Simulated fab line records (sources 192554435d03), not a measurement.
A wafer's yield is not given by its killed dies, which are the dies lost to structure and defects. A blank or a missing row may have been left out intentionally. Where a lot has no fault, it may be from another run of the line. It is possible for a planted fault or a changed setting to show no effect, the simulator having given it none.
fab line records	flow n5-finfet	part 1 of 2: steps 1 to 21 of 27
[record] lots = 5	wafers = 15	last-day = 17
route steps=1938 shown BEOL_M10@1483
lots with no fault: from the same line, run without faults
start-h: start of the lot's first displayed wafer, in hours after the record's first day	wait-h: hours since the lot's step before	" identical to the entry in the row above	L1.1+2: several wafers, shown together as one row	- no value, or no start was given	* or withheld: withheld	< > ~ a bound
route shown NAME@n: NAME is a module with steps in the file, n the number in the route of the first one	usual: average and standard deviation across the fault-free wafers	same: alike in all rows	chamber/n: place in a boat	sites: readings site by site	_std_site: how widely they spread, as a standard deviation	_edge_site: inner sites' mean taken away from outer sites' mean	radius-mm: for every site, how far away it sits from the centre of the wafer	mask NAME#n: copy n	behind: the tool/chamber that last shaped the wafer	hold: why the lot went on hold/how many hours it stayed there/how the hold came to an end	device: names the non-switching transistor (n, p or np)	end of line: at the end of the route, the tests of the same wafers	step lacking rows: just its recipe	killed: not the wafer's yield, but the dies lost to structure and defects at the first sort	map: dies across one wafer; x = killed, . = not, _ = none there
set.NAME: setting as actually run; set.NAME@STEP: the setting as run at that earlier step	model.NAME: the simulator's own value behind a step, which no gauge read
lots at some steps of the route; a table a step, a row a wafer
services: from which hour (start-h, from the record's first day; less than 0 if before it) a tool's chamber was out of use, for how many hours, and why
[[steps]]
[step N5_BEOL_M10_CD_MEAS_11]
[recipe] target-cd-nm = 64.1	landing-energy-ev = 500	detector = se-inlens	polarity = opening
[usual] cd-nm = 63.9/0.53
lot.wafer	tool	chamber	start-h	wait-h	cd-nm
L075.3	cd-sem-01	0	237.87	-	63.7
L075.4	"	0	"	"	63.7
L075.5	"	0	"	"	63.9
L074.1	cd-sem-01	0	240.68	-	63.3
L074.4	"	0	"	"	63.2
L074.6	"	0	"	"	63.1
L083.2	cd-sem-01	0	307.63	-	64.5
L083.3	"	0	"	"	63.7
L083.6	"	0	"	"	62.9
L088.1	cd-sem-03	0	335.98	-	64.0
L088.4	"	0	"	"	64.4
L088.6	"	0	"	"	64.5
L091.3	cd-sem-02	0	356.22	-	63.4
L091.5	"	0	"	"	64.5
L091.6	"	0	"	"	63.6
[step N5_BEOL_M10_OVL_MEAS_12]
[recipe] points-per-wafer = 44
[usual] M10_OVL = -0.2/0.67
lot.wafer	tool	chamber	start-h	wait-h	M10_OVL[nm]
L075.3	overlay-02	0	237.90	0.0	-1.0
L075.4	"	0	"	"	-0.3
L075.5	"	0	"	"	-0.8
L074.1	overlay-02	0	240.71	0.0	-0.1
L074.4	"	0	"	"	0.3
L074.6	"	0	"	"	-0.5
L083.2	overlay-02	0	307.66	0.0	-0.5
L083.3	"	0	"	"	-0.3
L083.6	"	0	"	"	0.1
L088.1	overlay-01	0	336.01	0.0	-0.5
L088.4	"	0	"	"	0.2
L088.6	"	0	"	"	0.4
L091.3	overlay-01	0	356.24	0.0	-0.5
L091.5	"	0	"	"	-0.1
L091.6	"	0	"	"	0.5
[step N5_BEOL_M10_INSPECT_13]
[recipe] mode = adi	inspect-instrument = brightfield
[usual] raw-defect-count = 420/110
lot.wafer	tool	chamber	start-h	wait-h	raw-defect-count
L075.3	defect-inspect-02	-	237.92	0.0	364
L075.4	"	-	"	"	544
L075.5	"	-	"	"	626
L074.1	defect-inspect-02	-	240.73	0.0	420
L074.4	"	-	"	"	472
L074.6	"	-	"	"	453
L083.2	defect-inspect-02	-	307.68	0.0	474
L083.3	"	-	"	"	478
L083.6	"	-	"	"	376
L088.1	defect-inspect-02	-	336.03	0.0	472
L088.4	"	-	"	"	385
L088.6	"	-	"	"	426
L091.3	defect-inspect-02	-	356.27	0.0	629
L091.5	"	-	"	"	372
L091.6	"	-	"	"	527
[step N5_BEOL_M10_DESCUM_16]
[recipe] chemistry = O2	time-s = 7.9	source-power-w = 50	bias-power-w = 20	pressure-mtorr = 20	rf-frequency-hz = 2.712e+07	temp-c = 40	resist = CAR-ArF	o2-flow-sccm = 225
[usual] drypump-motor-current-A = 5.5/0.4	o2-flow-sccm = 224.9/0.73	oes-product-au = 0.82/0.059	rf-vpp-V = 243.4/1.5	showerhead-plenum-p-Torr = 2.11/0.079	throttle-valve-pct = 20.40/0.16
lot.wafer	tool	chamber	start-h	wait-h	drypump-motor-current-A	o2-flow-sccm	oes-product-au	rf-hours-counter-h	rf-vpp-V	showerhead-plenum-p-Torr	throttle-valve-pct
L075.3	rie-diel-01	1	237.96	0.0	5.2	224.5	0.90	23	242.9	2.14	20.25
L075.4	"	3	"	"	4.9	224.4	0.88	51	244.7	2.13	20.24
L075.5	"	3	"	"	4.9	223.8	0.88	-	244.6	2.13	20.24
L074.1	rie-diel-01	2	241.02	0.3	6.0	224.7	0.98	4	246.5	2.22	20.31
L074.4	"	1	"	"	5.3	224.9	0.89	23	243.4	2.14	20.25
L074.6	"	0	"	"	5.5	223.7	0.87	-	243.8	2.04	20.31
L083.2	rie-diel-04	0	307.93	0.2	5.1	226.0	0.87	29	242.0	2.06	20.57
L083.3	"	2	"	"	5.4	225.2	0.78	133	242.6	2.09	20.17
L083.6	"	3	"	"	5.9	224.1	0.85	-	245.6	2.21	20.46
L088.1	rie-diel-01	3	336.17	0.1	5.0	224.0	0.83	87	244.2	2.12	20.28
L088.4	"	1	"	"	5.2	225.0	0.83	56	244.4	2.13	20.29
L088.6	"	1	"	"	5.2	224.8	0.83	-	244.0	2.13	20.30
L091.3	rie-diel-03	0	356.54	0.3	5.4	225.2	0.71	190	243.1	2.01	20.64
L091.5	"	2	"	"	5.6	225.7	0.71	-	240.8	1.99	20.62
L091.6	"	3	"	"	5.4	224.3	0.76	-	245.2	2.18	20.31
[step N5_BEOL_M10_ETCH_61]
[recipe] chemistry = CF4	target = SiARC	target-depth-a = 390	mask-material = CAR-ArF	time-s = 65	ion-energy-ev = 80	pressure-mtorr = 40	source-w = 545	bias-w = 36	Ar_flow_sccm = 100	cf4-flow-sccm = 100	ends = cleared
[usual] drypump-motor-current-A = 5.5/0.4	etch-rf-on-time-s = 64.5/1.5	oes-product-au = 0.70/0.052	rf-vpp-V = 184.3/1.2	showerhead-plenum-p-Torr = 2.16/0.077	throttle-valve-pct = 15.55/0.16
lot.wafer	tool	chamber	start-h	wait-h	drypump-motor-current-A	etch-rf-on-time-s	oes-product-au	rf-hours-counter-h	rf-vpp-V	showerhead-plenum-p-Torr	throttle-valve-pct
L075.3	rie-diel-01	1	237.99	0.0	5.2	63.7	0.76	23	184.0	2.19	15.41
L075.4	"	3	"	"	4.9	64.5	0.75	51	184.9	2.18	15.43
L075.5	"	3	"	"	5.0	63.6	0.75	-	184.1	2.18	15.42
L074.1	rie-diel-01	2	241.06	0.0	6.0	62.5	0.85	4	185.1	2.28	15.45
L074.4	"	1	"	"	5.2	63.3	0.77	23	184.6	2.19	15.42
L074.6	"	0	"	"	5.4	63.9	0.74	-	182.3	2.10	15.51
L083.2	rie-diel-04	0	307.97	0.0	5.1	64.2	0.74	29	183.9	2.10	15.55
L083.3	"	2	"	"	5.4	67.6	0.64	133	184.1	2.15	15.38
L083.6	"	3	"	"	5.8	63.4	0.74	-	185.6	2.26	15.62
L088.1	rie-diel-01	3	336.20	0.0	5.0	65.0	0.70	87	184.2	2.16	15.48
L088.4	"	1	"	"	5.2	64.3	0.71	56	185.1	2.18	15.47
L088.6	"	1	"	"	5.2	64.8	0.71	-	184.7	2.18	15.48
L091.3	rie-diel-03	0	356.58	0.0	5.3	66.4	0.61	190	184.2	2.05	15.75
L091.5	"	2	"	"	5.6	63.2	0.62	-	183.0	2.04	15.77
L091.6	"	3	"	"	5.5	66.6	0.63	-	185.3	2.23	15.59
[step N5_BEOL_M10_ETCH_62]
[recipe] chemistry = N2/H2	target = SOC	target-depth-a = 1100	overetch-a = 220	mask-material = SiARC	temp-c = 40	time-s = 165	ion-energy-ev = 200	pressure-mtorr = 30	source-w = 840	bias-w = 150	n2-flow-sccm = 200	h2-flow-sccm = 200
[usual] drypump-motor-current-A = 5.5/0.4	h2-flow-sccm = 200.0/0.62	oes-product-au = 0.69/0.046	rf-vpp-V = 524.5/2.9	showerhead-plenum-p-Torr = 2.56/0.098	throttle-valve-pct = 17.73/0.2
lot.wafer	tool	chamber	start-h	wait-h	drypump-motor-current-A	h2-flow-sccm	oes-product-au	rf-hours-counter-h	rf-vpp-V	showerhead-plenum-p-Torr	throttle-valve-pct
L075.3	rie-diel-01	1	238.04	0.0	5.2	201.5	0.74	23	525.8	2.61	17.61
L075.4	"	3	"	"	4.9	199.2	0.74	51	524.8	2.57	17.50
L075.5	"	3	"	"	5.0	200.0	0.74	-	525.4	2.57	17.51
L074.1	rie-diel-01	2	241.11	0.0	5.9	199.6	0.82	4	528.4	2.71	17.73
L074.4	"	1	"	"	5.2	198.8	0.75	23	525.2	2.61	17.61
L074.6	"	0	"	"	5.5	201.1	0.72	-	522.3	2.47	17.69
L083.2	rie-diel-04	0	308.02	0.0	5.1	199.9	0.74	29	524.7	2.47	17.58
L083.3	"	2	"	"	5.4	200.6	0.66	133	524.1	2.54	17.46
L083.6	"	3	"	"	5.9	200.9	0.73	-	526.4	2.69	17.92
L088.1	rie-diel-01	3	336.25	0.0	4.9	199.5	0.70	87	524.9	2.55	17.60
L088.4	"	1	"	"	5.2	200.1	0.70	56	524.1	2.59	17.68
L088.6	"	1	"	"	5.2	200.2	0.70	-	525.2	2.60	17.70
L091.3	rie-diel-03	0	356.63	0.0	5.4	200.3	0.61	190	521.5	2.43	17.86
L091.5	"	2	"	"	5.5	199.9	0.60	-	520.1	2.43	18.05
L091.6	"	3	"	"	5.5	200.9	0.63	-	525.9	2.66	17.71
[step N5_BEOL_M10_STRIP_68]
[recipe] chemistry = N2/H2	temp-c = 40	n2-flow-sccm = 200	h2-flow-sccm = 200	rf-frequency-hz = 6e+07
lot.wafer	tool	chamber	start-h	wait-h
L075.3+4+5	rie-diel-01	1,3,3	238.18	0.1
L074.1+4+6	rie-diel-01	2,1,0	241.24	0.1
L083.2+3+6	rie-diel-04	0,2,3	308.15	0.1
L088.1+4+6	rie-diel-01	3,1,1	336.39	0.1
L091.3+5+6	rie-diel-03	0,2,3	356.76	0.1
[step N5_BEOL_M10_STRIP_67]
[recipe] chemistry = CF4	resist = SiARC	power-w = 300	bias-power-w = 75	pressure-mtorr = 50	cf4-flow-sccm = 150	rf-frequency-hz = 6e+07
[usual] drypump-motor-current-A = 5.5/0.4	oes-product-au = 0.82/0.054	rf-vpp-V = 271.4/1.5	showerhead-plenum-p-Torr = 1.81/0.065	throttle-valve-pct = 13.51/0.16
lot.wafer	tool	chamber	start-h	wait-h	drypump-motor-current-A	oes-product-au	rf-hours-counter-h	rf-vpp-V	showerhead-plenum-p-Torr	throttle-valve-pct
L075.3	rie-diel-01	1	238.19	0.0	5.2	0.87	23	271.8	1.84	13.37
L075.4	"	3	"	"	4.9	0.86	51	270.0	1.83	13.37
L075.5	"	3	"	"	4.9	0.86	-	271.6	1.83	13.38
L074.1	rie-diel-01	2	241.25	0.0	5.9	0.97	4	272.7	1.91	13.37
L074.4	"	1	"	"	5.2	0.88	23	273.0	1.84	13.36
L074.6	"	0	"	"	5.4	0.85	-	272.1	1.76	13.44
L083.2	rie-diel-04	0	308.16	0.0	5.1	0.86	29	270.8	1.75	13.45
L083.3	"	2	"	"	5.4	0.78	134	271.8	1.79	13.34
L083.6	"	3	"	"	5.9	0.85	-	273.4	1.89	13.57
L088.1	rie-diel-01	3	336.40	0.0	4.9	0.82	87	270.7	1.82	13.46
L088.4	"	1	"	"	5.2	0.83	56	270.3	1.83	13.44
L088.6	"	1	"	"	5.2	0.82	-	270.6	1.83	13.44
L091.3	rie-diel-03	0	356.77	0.0	5.3	0.72	190	269.1	1.72	13.72
L091.5	"	2	"	"	5.6	0.71	-	270.3	1.70	13.72
L091.6	"	3	"	"	5.4	0.74	-	272.5	1.88	13.60
[step N5_BEOL_M10_HM_OPEN_17]
[recipe] chemistry = Cl2/BCl3	target-depth-a = 200	overetch-a = 60	target = TiN	mask-material = SOC	ion-energy-ev = 150	pressure-mtorr = 10	icp-w = 1000	bias-w = 126	Cl2_flow_sccm = 53.25	bcl3-flow-sccm = 21.75	Ar_flow_sccm = 25
[usual] drypump-motor-current-A = 5.5/0.52	he-backside-leak-sccm = 3.36/0.2	oes-product-au = 0.67/0.091	throttle-valve-pct = 22.02/0.19
lot.wafer	tool	chamber	start-h	wait-h	drypump-motor-current-A	he-backside-leak-sccm	oes-product-au	rf-hours-counter-h	throttle-valve-pct
L075.3	rie-metal-01	0	238.26	0.1	4.8	3.88	0.52	-	21.90
L075.4	"	1	"	"	5.8	3.21	0.69	-	22.04
L075.5	"	1	"	"	5.9	3.24	0.70	-	22.03
L074.1	rie-metal-03	0	241.30	0.0	6.2	3.44	0.59	81	22.40
L074.4	"	0	"	"	6.2	3.39	0.59	-	22.41
L074.6	"	0	"	"	6.2	3.62	0.59	-	22.43
L083.2	rie-metal-03	1	308.20	0.0	4.9	3.58	0.78	4	21.97
L083.3	"	0	"	"	6.1	3.44	0.58	-	22.42
L083.6	"	0	"	"	6.2	3.38	0.58	-	22.46
L088.1	rie-metal-03	1	336.44	0.0	4.9	3.77	0.75	8	21.99
L088.4	"	1	"	"	4.9	3.70	0.75	-	22.01
L088.6	"	0	"	"	6.1	3.45	0.57	-	22.45
L091.3	rie-metal-02	1	356.87	0.1	5.4	3.58	0.60	-	21.88
L091.5	"	1	"	"	5.4	3.65	0.61	-	21.91
L091.6	"	1	"	"	5.4	3.48	0.60	-	21.89
[step N5_BEOL_M10_STRIP_19]
[recipe] chemistry = O2	power-w = 400	temp-c = 40	pressure-mtorr = 30	rf-frequency-hz = 6e+07	bias-power-w = 0	overash-fraction = 0.2	o2-flow-sccm = 225
[usual] drypump-motor-current-A = 5.5/0.37	o2-flow-sccm = 225.0/0.66	oes-product-au = 0.80/0.061	rf-vpp-V = 3.6/0.64	showerhead-plenum-p-Torr = 2.11/0.088	throttle-valve-pct = 16.65/0.17
lot.wafer	tool	chamber	start-h	wait-h	drypump-motor-current-A	o2-flow-sccm	oes-product-au	rf-hours-counter-h	rf-vpp-V	showerhead-plenum-p-Torr	throttle-valve-pct
L075.3	rie-diel-04	3	238.34	0.1	5.9	225.5	0.90	26	3.6	2.22	16.61
L075.4	"	0	"	"	5.1	224.9	0.92	5	2.4	2.08	16.68
L075.5	"	3	"	"	5.8	224.6	0.90	-	3.9	2.22	16.63
L074.1	rie-diel-01	0	241.50	0.2	5.5	225.5	0.87	37	3.5	2.05	16.53
L074.4	"	1	"	"	5.2	224.4	0.90	23	4.3	2.14	16.45
L074.6	"	0	"	"	5.5	225.0	0.87	-	4.1	2.05	16.53
L083.2	rie-diel-03	0	308.34	0.1	5.4	225.0	0.74	171	3.4	2.02	16.86
L083.3	"	2	"	"	5.5	226.3	0.71	163	2.7	2.00	16.83
L083.6	"	0	"	"	5.4	225.3	0.73	-	4.6	2.02	16.86
L088.1	rie-diel-03	1	336.59	0.1	5.3	225.0	0.82	88	3.4	2.23	16.47
L088.4	"	3	"	"	5.4	224.2	0.75	137	3.7	2.19	16.58
L088.6	"	0	"	"	5.3	224.3	0.72	-	3.7	2.02	16.86
L091.3	rie-diel-01	1	357.01	0.1	5.2	225.6	0.84	63	3.4	2.13	16.54
L091.5	"	3	"	"	4.9	224.9	0.83	-	4.5	2.12	16.55
L091.6	"	2	"	"	6.0	224.5	0.88	-	4.0	2.21	16.56
[step N5_BEOL_M10_CD_MEAS_18]
[recipe] pitch-nm = 140	target-cd-nm = 70
[usual] cd-nm = 69.8/0.67
lot.wafer	tool	chamber	start-h	wait-h	cd-nm
L075.3	cd-sem-03	-	238.41	0.1	69.6
L075.4	"	-	"	"	69.8
L075.5	"	-	"	"	69.8
L074.1	cd-sem-03	-	241.57	0.0	69.1
L074.4	"	-	"	"	69.0
L074.6	"	-	"	"	68.4
L083.2	cd-sem-01	-	308.41	0.1	69.9
L083.3	"	-	"	"	68.9
L083.6	"	-	"	"	69.5
L088.1	cd-sem-01	-	336.66	0.0	69.9
L088.4	"	-	"	"	71.0
L088.6	"	-	"	"	71.1
L091.3	cd-sem-03	-	357.09	0.1	68.2
L091.5	"	-	"	"	70.8
L091.6	"	-	"	"	69.9
[step N5_BEOL_M10_COAT_63]
[recipe] resist = SOC	temp-c = 250	time-s = 60	spin-rpm = 1500	resist-thk-nm = 100
[usual] plate-temp-C = 250.01/0.18
lot.wafer	tool	chamber	start-h	wait-h	plate-temp-C
L075.3	litho-track-05	0	238.51	0.1	249.67
L075.4	"	0	"	"	249.59
L075.5	"	0	"	"	249.72
L074.1	litho-track-04	0	242.41	0.8	250.21
L074.4	"	0	"	"	250.12
L074.6	"	0	"	"	249.79
L083.2	litho-track-03	0	313.37	5.0	250.10
L083.3	"	0	"	"	250.04
L083.6	"	0	"	"	249.87
L088.1	litho-track-03	0	338.06	1.4	249.50
L088.4	"	0	"	"	249.80
L088.6	"	0	"	"	250.10
L091.3	litho-track-03	0	358.89	1.8	249.85
L091.5	"	0	"	"	249.54
L091.6	"	0	"	"	249.91
[step N5_BEOL_M10_COAT_64]
[recipe] resist = SiARC	temp-c = 220	time-s = 60	spin-rpm = 1500	resist-thk-nm = 30
[usual] plate-temp-C = 219.97/0.16
lot.wafer	tool	chamber	start-h	wait-h	plate-temp-C
L075.3	litho-track-05	0	-	-	220.07
L075.4	"	0	"	"	219.88
L075.5	"	0	"	"	219.85
L074.1	litho-track-04	0	-	-	220.01
L074.4	"	0	"	"	219.92
L074.6	"	0	"	"	220.06
L083.2	litho-track-03	0	-	-	219.84
L083.3	"	0	"	"	219.85
L083.6	"	0	"	"	219.91
L088.1	litho-track-03	0	-	-	219.81
L088.4	"	0	"	"	219.74
L088.6	"	0	"	"	220.27
L091.3	litho-track-03	0	-	-	219.94
L091.5	"	0	"	"	219.94
L091.6	"	0	"	"	220.03
[step N5_BEOL_M10_COAT_22]
[recipe] resist = CAR-ArF	spin-rpm = 1500	resist-thk-nm = 90
lot.wafer	tool	chamber	start-h	wait-h
L075.3+4+5	litho-track-05	0	-	-
L074.1+4+6	litho-track-04	0	-	-
L083.2+3+6	litho-track-03	0	-	-
L088.1+4+6	litho-track-03	0	-	-
L091.3+5+6	litho-track-03	0	-	-
[step N5_BEOL_M10_EBR_24]
[recipe] solvent = PGMEA	ebr-width-mm = 1.5
lot.wafer	tool	chamber	start-h	wait-h
L075.3+4+5	litho-track-05	0	-	-
L074.1+4+6	litho-track-04	0	-	-
L083.2+3+6	litho-track-03	0	-	-
L088.1+4+6	litho-track-03	0	-	-
L091.3+5+6	litho-track-03	0	-	-
[step N5_BEOL_M10_SOFTBAKE_23]
[recipe] temp-c = 110	time-s = 60	resist = CAR-ArF
[usual] plate-temp-C = 110.04/0.12
lot.wafer	tool	chamber	start-h	wait-h	plate-temp-C
L075.3	litho-track-05	0	-	-	110.17
L075.4	"	0	"	"	109.94
L075.5	"	0	"	"	110.02
L074.1	litho-track-04	0	-	-	110.15
L074.4	"	0	"	"	109.88
L074.6	"	0	"	"	110.12
L083.2	litho-track-03	0	-	-	110.16
L083.3	"	0	"	"	110.04
L083.6	"	0	"	"	110.03
L088.1	litho-track-03	0	-	-	110.08
L088.4	"	0	"	"	110.04
L088.6	"	0	"	"	109.95
L091.3	litho-track-03	0	-	-	110.15
L091.5	"	0	"	"	110.01
L091.6	"	0	"	"	109.98
[step N5_BEOL_M10_EXPOSE_25]
[recipe] mask-id = V9	na = 1.35	source-shape = annular	sigma-inner = 0.5	sigma-outer = 0.8	polarization = unpolarized	dose-mj = 85.5
[same] sigma-inner = 0.5
lot.wafer	tool	chamber	start-h	wait-h	mask
L075.3+4+5	arfi-scanner-02	0	238.77	-	V9#0
L074.1+4+6	arfi-scanner-02	0	242.53	-	V9#0
L083.2+3+6	arfi-scanner-03	0	313.50	-	V9#0
L088.1+4+6	arfi-scanner-01	0	338.30	-	V9#0
L091.3+5+6	arfi-scanner-01	0	359.15	-	V9#0
[step N5_BEOL_M10_PEB_26]
[recipe] peb-temp-c = withheld	peb-time-s = 60	resist = CAR-ArF
lot.wafer	tool	chamber	start-h	wait-h
L075.3+4+5	litho-track-04	0	238.82	0.0
L074.1+4+6	litho-track-04	0	242.59	0.1
L083.2+3+6	litho-track-05	0	313.56	0.1
L088.1+4+6	litho-track-03	0	338.36	0.1
L091.3+5+6	litho-track-05	0	359.20	0.0
[step N5_BEOL_M10_DEVELOP_27]
[recipe] develop-time-s = 30	developer = TMAH	resist = CAR-ArF	rinse-liquid = diw	dry = air-spin	dev-temp-c = 23
[usual] developer-temp-C = 23.03/0.11
lot.wafer	tool	chamber	start-h	wait-h	developer-temp-C
L075.3	litho-track-04	0	-	-	23.02
L075.4	"	0	"	"	23.05
L075.5	"	0	"	"	22.99
L074.1	litho-track-04	0	-	-	23.05
L074.4	"	0	"	"	22.88
L074.6	"	0	"	"	23.09
L083.2	litho-track-05	0	-	-	23.06
L083.3	"	0	"	"	23.19
L083.6	"	0	"	"	23.17
L088.1	litho-track-03	0	-	-	22.98
L088.4	"	0	"	"	23.06
L088.6	"	0	"	"	22.96
L091.3	litho-track-05	0	-	-	23.20
L091.5	"	0	"	"	23.18
L091.6	"	0	"	"	23.18
[step N5_BEOL_M10_CD_MEAS_28]
[recipe] target-cd-nm = 70	landing-energy-ev = 500	detector = se-inlens	polarity = opening
[usual] cd-nm = 70.2/1
lot.wafer	tool	chamber	start-h	wait-h	cd-nm
L075.3	cd-sem-03	0	238.89	-	70.6
L075.4	"	0	"	"	70.4
L075.5	"	0	"	"	70.7
L074.1	cd-sem-03	0	242.66	-	69.3
L074.4	"	0	"	"	69.5
L074.6	"	0	"	"	70.8
L083.2	cd-sem-01	0	313.62	-	71.3
L083.3	"	0	"	"	71.1
L083.6	"	0	"	"	70.4
L088.1	cd-sem-03	0	338.43	-	69.5
L088.4	"	0	"	"	69.9
L088.6	"	0	"	"	70.1
L091.3	cd-sem-02	0	359.27	-	69.2
L091.5	"	0	"	"	70.2
L091.6	"	0	"	"	70.0
[step N5_BEOL_M10_OVL_MEAS_29]
[recipe] points-per-wafer = 44
[usual] V9_OVL = 0.2/0.67
lot.wafer	tool	chamber	start-h	wait-h	V9_OVL[nm]
L075.3	overlay-01	0	238.92	0.0	-0.2
L075.4	"	0	"	"	-0.4
L075.5	"	0	"	"	-0.9
L074.1	overlay-02	0	242.69	0.0	0.3
L074.4	"	0	"	"	0.1
L074.6	"	0	"	"	0.0
L083.2	overlay-02	0	313.65	0.0	0.9
L083.3	"	0	"	"	1.2
L083.6	"	0	"	"	0.8
L088.1	overlay-01	0	338.46	0.0	-0.2
L088.4	"	0	"	"	-0.4
L088.6	"	0	"	"	-1.2
L091.3	overlay-02	0	359.29	0.0	0.8
L091.5	"	0	"	"	0.1
L091.6	"	0	"	"	-0.7
